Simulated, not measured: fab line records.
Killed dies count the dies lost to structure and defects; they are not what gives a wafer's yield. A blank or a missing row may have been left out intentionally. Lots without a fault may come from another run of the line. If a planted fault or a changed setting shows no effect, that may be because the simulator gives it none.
Chamber matching / flow n5_finfet / N5_BEOL_M13_ETCH_68 on rie_diel-06 has 4 sister chambers
The step etches SOC in N2/H2, time 355 s. 4 wafers are shown with their chamber, then 8 later ones without.

WAFERS, EACH WITH ITS CHAMBER
wafer=L086.1; chamber=1; showerhead_plenum_p_Torr (Torr)=2.50
wafer=L086.2; chamber=0; showerhead_plenum_p_Torr (Torr)=2.50
wafer=L086.4; chamber=3; showerhead_plenum_p_Torr (Torr)=2.66
wafer=L092.2; chamber=2; showerhead_plenum_p_Torr (Torr)=2.63

WAFERS WHOSE CHAMBER IS MISSING
wafer=L092.4; showerhead_plenum_p_Torr (Torr)=2.63
wafer=L092.6; showerhead_plenum_p_Torr (Torr)=2.63
wafer=L094.1; showerhead_plenum_p_Torr (Torr)=2.66
wafer=L094.2; showerhead_plenum_p_Torr (Torr)=2.50
wafer=L094.6; showerhead_plenum_p_Torr (Torr)=2.50
wafer=L097.1; showerhead_plenum_p_Torr (Torr)=2.65
wafer=L097.2; showerhead_plenum_p_Torr (Torr)=2.49
wafer=L097.3; showerhead_plenum_p_Torr (Torr)=2.50

THE CHAMBER EACH PASSED THROUGH
wafer=L092.4; from the rows above=2; in truth=2
wafer=L092.6; from the rows above=2; in truth=2
wafer=L094.1; from the rows above=3; in truth=3
wafer=L094.2; from the rows above=can't be placed: 0 or 1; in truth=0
wafer=L094.6; from the rows above=can't be placed: 0 or 1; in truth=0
wafer=L097.1; from the rows above=can't be placed: 3 or 2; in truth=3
wafer=L097.2; from the rows above=can't be placed: 0 or 1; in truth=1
wafer=L097.3; from the rows above=can't be placed: 0 or 1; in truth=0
Placed correctly: 3 of 8. Can't be placed from these rows: 5 (the true chamber is among the candidates in 5). Number placed wrongly: 0.
How it was worked out, from the rows above alone: a wafer's distance from a chamber is the root of the sum, over the readings, of the square of ((its reading less the chamber's mean) divided by the reading's scatter). The wafer belongs to the nearest chamber; if the next one is less than 2 further off, it can't be placed. The mean given for a chamber averages the wafers shown for that chamber. The scatter (one wafer shown for each chamber): square how far every hidden wafer sits from the nearest shown wafer, average those squares and take the square root.
